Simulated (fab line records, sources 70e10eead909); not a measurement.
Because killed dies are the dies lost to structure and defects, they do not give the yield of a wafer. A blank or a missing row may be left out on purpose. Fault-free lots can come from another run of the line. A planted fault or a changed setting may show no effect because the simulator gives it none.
One fault seen from 3 desks / flow nand_harc / every desk sees just its own numbers, and what lay behind them comes last

## THE DEFECT DESK
Per lot, the means of the sampled wafers with a number show what the inspections along the route counted. The brackets show how far a lot's mean lies from the usual mean; more than 4 standard deviations puts the lot out of limits, marked OUT.
Columns: A = raw_defect_count at NHARC_A_BLC_INSPECT_12, usual 85
lot=L890; first seen here=day 24 05:48; A=61
lot=L892; first seen here=day 24 08:38; A=60
lot=L895; first seen here=day 25 23:57; A=125
lot=L906; first seen here=day 29 21:25; A=101
lot=L908; first seen here=day 31 04:13; A=27
lot=L910; first seen here=day 31 10:41; A=87
This desk found nothing out of limits on any of the 6 lots.

## THE METROLOGY DESK
What the gauges read for every lot (on any tool): the sampled wafers with a number, averaged. The brackets show how far a lot's mean lies from the usual mean; more than 4 standard deviations puts the lot out of limits, marked OUT.
Columns: A = cd_nm at NHARC_A_BLC_CD_MEAS_10, usual 99.9 nm; B = overlay_x_nm at NHARC_A_BLC_OVL_MEAS_11, usual 0.1 nm; C = overlay_y_nm at NHARC_A_BLC_OVL_MEAS_11, usual 0.3 nm; D = cd_nm at NHARC_A_BLC_CD_MEAS_19, usual 99.5 nm
lot=L890; first seen here=day 24 05:40; A=100.3; B=-0.7; C=1.6; D=101.0
lot=L892; first seen here=day 24 08:30; A=99.8; B=-1.1; C=1.1; D=101.3
lot=L895; first seen here=day 25 23:50; A=99.5; B=0.3; C=0.2; D=96.4
lot=L906; first seen here=day 29 21:18; A=99.6; B=0.5; C=-0.6; D=98.1
lot=L908; first seen here=day 31 04:05; A=99.7; B=-0.1; C=0.9; D=98.1
lot=L910; first seen here=day 31 10:34; A=99.1; B=1.3; C=-1.6; D=101.9
This desk found nothing out of limits on any of the 6 lots.

## FOR THE TOOL OWNER'S DESK: rie_diel-12
The tool's own readings at NHARC_A_BLC_ETCH_17 (etches the open film in N2/H2, target depth 390 nm, time 609.38 s): means of the sampled wafers that have a number, for each lot that ran on this tool. The brackets show how far a lot's mean lies from the usual mean; more than 4 standard deviations puts the lot out of limits, marked OUT.
Columns: A = bias_w at NHARC_A_BLC_ETCH_17, usual 150.0 W; B = drypump_motor_current_A at NHARC_A_BLC_ETCH_17, usual 5.7 A; C = oes_product_au at NHARC_A_BLC_ETCH_17, usual 0.998 a.u.; D = rf_vpp_V at NHARC_A_BLC_ETCH_17, usual 429.2 V; E = showerhead_plenum_p_Torr at NHARC_A_BLC_ETCH_17, usual 1.99 Torr; F = throttle_valve_pct at NHARC_A_BLC_ETCH_17, usual 14.172 %
lot=L890; first seen here=day 24 06:05; A=149.8; B=5.6; C=1.003; D=428.8; E=1.95; F=14.179
lot=L895; first seen here=day 26 00:11; A=150.3; B=6.0; C=1.001; D=429.4; E=1.99; F=14.170
lot=L906; first seen here=day 29 21:40; A=149.7; B=5.6; C=1.005; D=428.3; E=1.94; F=14.167
lot=L908; first seen here=day 31 04:32; A=149.7; B=5.8; C=1.007; D=428.2; E=1.97; F=14.174
This desk found nothing out of limits on any of the 4 lots.

## PUT TOGETHER
Nothing out of limits was seen by the defect desk.
At the metrology desk, nothing out of limits was observed.
The tool owner's desk saw nothing out of limits.

## WHAT HAD BEEN PUT IN BY THE SIMULATOR
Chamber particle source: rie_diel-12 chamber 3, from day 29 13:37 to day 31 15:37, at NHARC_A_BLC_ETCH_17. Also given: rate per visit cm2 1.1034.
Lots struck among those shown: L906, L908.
